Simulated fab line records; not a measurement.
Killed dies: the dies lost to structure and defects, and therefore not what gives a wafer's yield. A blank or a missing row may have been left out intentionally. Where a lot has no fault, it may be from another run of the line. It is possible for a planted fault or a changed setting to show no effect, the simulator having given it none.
A struck lot beside a sound one || flow n5 finfet || 17 steps out of a route of 1938
Sound: wafers L938.1, L938.3, L938.4. Struck: wafer L945.4; the same lot's L945.1 was not struck, so it is left out; see the end for the cause.
Per side, at each step with rows, come the tool, then ch with its chambers, and then its first start. Under that, the readings that differ: sound wafers || struck wafers || difference of the means || sigmas: that difference in standard deviations of wafers without a fault.
alike: words and numbers the same on both sides, and readings whose means are apart by under 2 such deviations; not compared: readings that were withheld, readings missing a value for some wafer, numbers with overlapping values and no deviation given by the record, and bounds like >300 which may hide the same value.
Wherever a step has rows on one side only, a row that says differs or no value, or a row with sigmas, the two part there. Numbers that have no deviation but don't overlap get no sigmas and don't part them. A reading missing from all wafers of one side parts the sides only when that side holds two or more wafers.

first, 4 steps without rows for these wafers: N5_HKMG_FIN_SOFTBAKE_07 (time 60 s); N5_HKMG_FIN_EXPOSE_09 (exposes mask NWFM); N5_HKMG_FIN_PEB_10 (peb time 60 s); N5_HKMG_FIN_DEVELOP_11 (develop time 30 s).
N5_HKMG_FIN_CD_MEAS_12 targets a cd of 92.8 nm.
  sound on cd sem-02 ch 0, day 4 14:03; struck on cd sem-02 ch 0, day 6 01:21
  alike: cd nm
N5_HKMG_FIN_OVL_MEAS_13:
  sound on overlay-02 ch 0, day 4 14:05; struck on overlay-02 ch 0, day 6 01:23
  alike: NWFM_OVL
N5_HKMG_FIN_INSPECT_14: inspects for defects (macro).
  sound on defect inspect-01 at day 4 14:06; struck on defect inspect-02 at day 6 01:24
  alike: raw defect count
N5_HKMG_FIN_DESCUM_17: chemistry O2, time 7.9 s.
  sound on rie diel-02 ch 0,2,3, day 4 14:08; struck on rie diel-02 ch 0, day 6 01:26
  alike: drypump motor current A, oes product au, rf vpp V, showerhead plenum p Torr, throttle valve pct
  not compared: rf hours counter h
N5_HKMG_FIN_ETCH_31: etches SiARC in CF4, target depth 45.5 nm, time 75.8 s.
  sound on rie diel-02 ch 0,2,3, day 4 14:10; struck on rie diel-02 ch 0, day 6 01:28
  alike: drypump motor current A, etch rf on time s, oes product au, rf vpp V, showerhead plenum p Torr, throttle valve pct
  not compared: rf hours counter h
N5_HKMG_FIN_ETCH_32: etches SOC in N2/H2, target depth 240 nm, time 300 s.
  sound on rie diel-02 ch 0,2,3, day 4 14:14; struck on rie diel-02 ch 0, day 6 01:32
  alike: drypump motor current A, oes product au, rf vpp V, run length s, showerhead plenum p Torr, throttle valve pct
  not compared: rf hours counter h
then, 1 step without rows for these wafers: N5_HKMG_FIN_STRIP_33 (strips in N2/H2).
N5_HKMG_FIN_STRIP_34: strips in CF4.
  sound on rie diel-02 ch 0,2,3, day 4 14:25; struck on rie diel-02 ch 0, day 6 01:43
  alike: drypump motor current A, oes product au, rf vpp V, showerhead plenum p Torr, throttle valve pct
  not compared: rf hours counter h
N5_HKMG_FIN_ETCH_35: etches SOC in N2/H2, target depth 215.8 nm, time 243.4 s.
  sound on rie diel-02 ch 0,2,3, day 4 14:26; struck on rie diel-02 ch 0, day 6 01:44
{"reading": "run length s (s)", "sound": "266.0 267.1 266.6", "struck": 278.4, "difference": "+11.8", "sigmas": "+26"}
  alike: drypump motor current A, oes product au, rf vpp V, showerhead plenum p Torr, throttle valve pct
  not compared: rf hours counter h, model.etch.depth nm, model.SOC_of_HKMG_FIN_COAT_29.thk nm, model.HKMG_FIN.feature depth nm
N5_HKMG_FIN_STRIP_92: strips SOC in N2/H2, time 20 s.
  sound on rie diel-02 ch 0,2,3, day 4 14:35; struck on rie diel-02 ch 0, day 6 01:53
  alike: drypump motor current A, oes product au, rf vpp V, showerhead plenum p Torr, throttle valve pct
  not compared: rf hours counter h, model.SOC_of_HKMG_FIN_COAT_29.thk nm
then, 1 step without rows for these wafers: N5_HKMG_FIN_WET_ETCH_18 (etches TiN in SC1, time 55 s, target depth 5.2 nm, rinse time 30 s).
-- a jump in the record: the struck wafers' starts before and after are 5 days apart (it breaks off in module HKMG_FIN and resumes in module BEOL_M4, where the first step shown is number 1111 of the route) --
N5_BEOL_M4_RC_MEAS_101:
  sound on prober-02 ch 0, day 9 04:22; struck on prober-01 ch 0, day 11 02:39
  alike: DIBL_N, DIBL_P, IOFF_N, IOFF_P, ION_N, ION_P, SS_N, SS_P, VT_N, VT_P
following that, these wafers have no rows for 1 step: N5_PASSIVATION_PROBE_49.

== WHERE THEY PART ==
Only at N5_HKMG_FIN_ETCH_35, as far as this record shows. Later steps at which nothing parts them and some readings are alike: N5_HKMG_FIN_STRIP_92, N5_BEOL_M4_RC_MEAS_101.

WHY: the cause the simulator had injected
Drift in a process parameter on rie diel-02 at N5_HKMG_FIN_ETCH_35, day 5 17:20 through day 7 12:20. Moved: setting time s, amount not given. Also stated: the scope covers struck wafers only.
